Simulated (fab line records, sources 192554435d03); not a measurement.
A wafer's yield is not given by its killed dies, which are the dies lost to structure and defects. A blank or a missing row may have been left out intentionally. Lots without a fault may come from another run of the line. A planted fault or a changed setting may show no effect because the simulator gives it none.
Problem report, 8D (eight disciplines) form, completed by code + flow n5_finfet + the parts of the form that need people (team, actions taken, sign-off) are left out

== 1. WHAT IS WRONG ==
At N5_SD_EPI_P_INSPECT_26, raw_defect_count averages 506 over 6 wafers from 2 lots, while fault-free wafers read 189, standard deviation 36. Measured from the usual mean, that is +8.8 standard deviations.
The step: inspects for defects (darkfield).
First observed at day 4 20:36: wafer L259.2, on defect_inspect-02. At this step, 34 wafers from 12 lots have a number in the record. Rule for "out" (also "out of limits"): further than 4 standard deviations from the usual mean. The other wafers with a number count as sound.

== 2. WHAT IT IS, AND WHAT IT ISN'T ==
| question                    | is                     | is not                                                                                 |
|-----------------------------|------------------------|----------------------------------------------------------------------------------------|
| which readings at this step | raw_defect_count       | -                                                                                      |
| which lots                  | L259, L261             | L253, L254, L255, L256, L257, L258, L270, L271, L275, L276                             |
| which wafers of those lots  | all that have a number | -                                                                                      |
| read on which gauges        | defect_inspect-02      | defect_inspect-01                                                                      |
| when                        | from day 4 20:36       | up to then (18 sound wafers); but 10 sound wafers of L270, L271, L275, L276 came after |

== 3. THE SUSPECTS, EACH WITH WHAT RULES IT OUT ==
Counting: a tool stays on the suspect list if, at a process step up to the reading, it processed all lots that are out and no sound lot following the first of them.
- the gauge at N5_SD_EPI_P_INSPECT_26 is ruled out. All the wafers that are out were read on defect_inspect-02, but those of them that N5_PASSIVATION_PROBE_49 has rows for are out there too, on other tools.
- wet_bench-01 at N5_SD_EPI_P_PRECLEAN_32 (cleans in dHF, time 10 s): kept. All lots that are out passed through it, beginning with L259 at day 4 20:32, and no sound lot followed; its final sound lot before that point was L257 at day 4 07:19.
After counting, what remains is wet_bench-01 at N5_SD_EPI_P_PRECLEAN_32.

== 4. THE CAUSE (what the simulator had put in) ==
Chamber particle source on wet_bench-01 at N5_SD_EPI_P_PRECLEAN_32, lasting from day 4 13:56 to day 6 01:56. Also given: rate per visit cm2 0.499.
This tool alone remained once counting was done.

== 5. THE CHAIN OF EFFECTS, in route order ==
One row per reading whose mean, taken over the struck wafers that have a number, lies over 3 standard deviations from the usual. Readings are gone through only where the record gives a usual standard deviation; hours: the median, over the lots, of the time from a lot's start at the first step in this table giving one to that lot's start at this step; sigmas: the change measured in usual standard deviations.
| hours | step                    | reading             | usual | on struck wafers | change | sigmas |
|-------|-------------------------|---------------------|-------|------------------|--------|--------|
| 0     | N5_SD_EPI_P_INSPECT_26  | raw_defect_count    | 189   | 506              | +317   | +8.8   |
| 204   | N5_PASSIVATION_PROBE_49 | killed_at_front_end | 42    | 146              | +104   | +8.7   |
| 204   | N5_PASSIVATION_PROBE_49 | killed_dies         | 105   | 210              | +104   | +6.5   |
Process steps it contains:
- N5_PASSIVATION_PROBE_49

== 6. WHAT WOULD HAVE CAUGHT IT SOONER ==
Counted from the fault's start at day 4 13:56, it took 7 hours until the first out-of-limits reading at a measuring or inspecting step in this record, taken at day 4 20:36.
Lots out: 2; of these, L261 started N5_SD_EPI_P_PRECLEAN_32 on wet_bench-01 after day 4 20:36. A tool hold placed at that time would have kept it from harm.
